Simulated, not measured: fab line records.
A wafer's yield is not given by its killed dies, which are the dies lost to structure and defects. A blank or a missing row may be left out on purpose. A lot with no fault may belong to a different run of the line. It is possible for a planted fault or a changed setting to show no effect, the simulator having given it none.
Matching of chambers :: flow nand-harc :: NHARC_A_SGD_CUT_DESCUM_14 on rie-diel-10: 4 sister chambers
The step chemistry O2, time 3 s. 8 wafers are shown with their chamber, then 7 later ones without.

== WAFERS, EACH WITH ITS CHAMBER ==
wafer: L760.2
chamber: 0
drypump-motor-current-A (A): 5.7
rf-vpp-V (V): 59.0

wafer: L761.6
chamber: 1
drypump-motor-current-A (A): 5.6
rf-vpp-V (V): 58.3

wafer: L766.2
chamber: 1
drypump-motor-current-A (A): 5.7
rf-vpp-V (V): 59.7

wafer: L767.2
chamber: 0
drypump-motor-current-A (A): 5.7
rf-vpp-V (V): 58.6

wafer: L767.5
chamber: 3
drypump-motor-current-A (A): 6.7
rf-vpp-V (V): 56.8

wafer: L774.5
chamber: 2
drypump-motor-current-A (A): 6.2
rf-vpp-V (V): 57.2

wafer: L779.3
chamber: 2
drypump-motor-current-A (A): 6.1
rf-vpp-V (V): 57.9

wafer: L779.4
chamber: 3
drypump-motor-current-A (A): 6.7
rf-vpp-V (V): 56.0

== WAFERS WITH NO CHAMBER GIVEN ==
wafer: L779.5
drypump-motor-current-A (A): 6.1
rf-vpp-V (V): 57.4

wafer: L780.1
drypump-motor-current-A (A): 6.1
rf-vpp-V (V): 58.7

wafer: L780.2
drypump-motor-current-A (A): 6.7
rf-vpp-V (V): 57.3

wafer: L780.5
drypump-motor-current-A (A): 5.7
rf-vpp-V (V): 58.5

wafer: L781.1
drypump-motor-current-A (A): 5.7
rf-vpp-V (V): 58.8

wafer: L781.3
drypump-motor-current-A (A): 5.7
rf-vpp-V (V): 56.9

wafer: L781.5
drypump-motor-current-A (A): 5.7
rf-vpp-V (V): 57.4

== WHICH CHAMBER EACH ONE RAN IN ==
wafer: L779.5
from the rows above: 2
in truth: 2

wafer: L780.1
from the rows above: 2
in truth: 2

wafer: L780.2
from the rows above: 3
in truth: 3

wafer: L780.5
from the rows above: can't be placed: 0 or 1
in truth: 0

wafer: L781.1
from the rows above: can't be placed: 0 or 1
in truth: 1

wafer: L781.3
from the rows above: can't be placed: 0 or 1
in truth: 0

wafer: L781.5
from the rows above: can't be placed: 0 or 1
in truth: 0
3 of 7 placed correctly. Not placeable from these rows: 4 (in 4, the candidates include the true chamber). Number placed wrongly: 0.
How it was worked out, from the rows above alone: a wafer's distance from a chamber is the root of the sum, over the readings, of the square of ((its reading less the chamber's mean) divided by the reading's scatter). If the next closest chamber is less than 2 further off than the closest, the wafer can't be placed; otherwise it belongs to the closest. For every chamber, the mean is computed from those of its wafers that are shown. The scatter is the square root of a quotient: the sum, over the shown wafers, of each reading's squared deviation from its chamber's mean, divided by wafers minus chambers.
